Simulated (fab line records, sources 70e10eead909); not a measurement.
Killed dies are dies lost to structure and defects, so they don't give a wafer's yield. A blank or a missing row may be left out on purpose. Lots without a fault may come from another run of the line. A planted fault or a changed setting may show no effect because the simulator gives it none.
Chamber matching | flow nand_harc | NHARC_P_GATE_STRIP_108 on rie_diel-03: 4 sister chambers
The step strips in O2. 4 wafers are shown with their chamber, then 8 later ones without.

WAFERS WITH THEIR CHAMBER
wafer  | chamber | showerhead_plenum_p_Torr (Torr)
L239.4 | 3       | 3.30
L247.2 | 0       | 3.55
L247.4 | 2       | 3.75
L248.1 | 1       | 3.32

WAFERS WITHOUT THEIR CHAMBER
wafer  | showerhead_plenum_p_Torr (Torr)
L248.3 | 3.29
L248.4 | 3.55
L252.3 | 3.75
L252.5 | 3.75
L252.6 | 3.29
L260.1 | 3.32
L260.2 | 3.28
L260.5 | 3.28

WHICH CHAMBER EACH WENT THROUGH
wafer  | from the rows above     | in truth
L248.3 | can't be placed: 3 or 1 | 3
L248.4 | 0                       | 0
L252.3 | 2                       | 2
L252.5 | 2                       | 2
L252.6 | can't be placed: 3 or 1 | 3
L260.1 | can't be placed: 1 or 3 | 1
L260.2 | can't be placed: 3 or 1 | 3
L260.5 | can't be placed: 3 or 1 | 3
Placed correctly: 3 of 8. Can't be placed from these rows: 5 (the true chamber is among the candidates in 5). Placed wrongly: 0.
How it was worked out, from the rows above alone: a wafer's distance from a chamber is the root of the sum, over the readings, of the square of ((its reading less the chamber's mean) divided by the reading's scatter). The wafer belongs to the nearest chamber; if the next one is less than 2 further off, it can't be placed. A chamber's mean is the mean of its shown wafers. The scatter: with one shown wafer a chamber, the root of the mean of the squares of how far each hidden wafer lies from its nearest shown one.
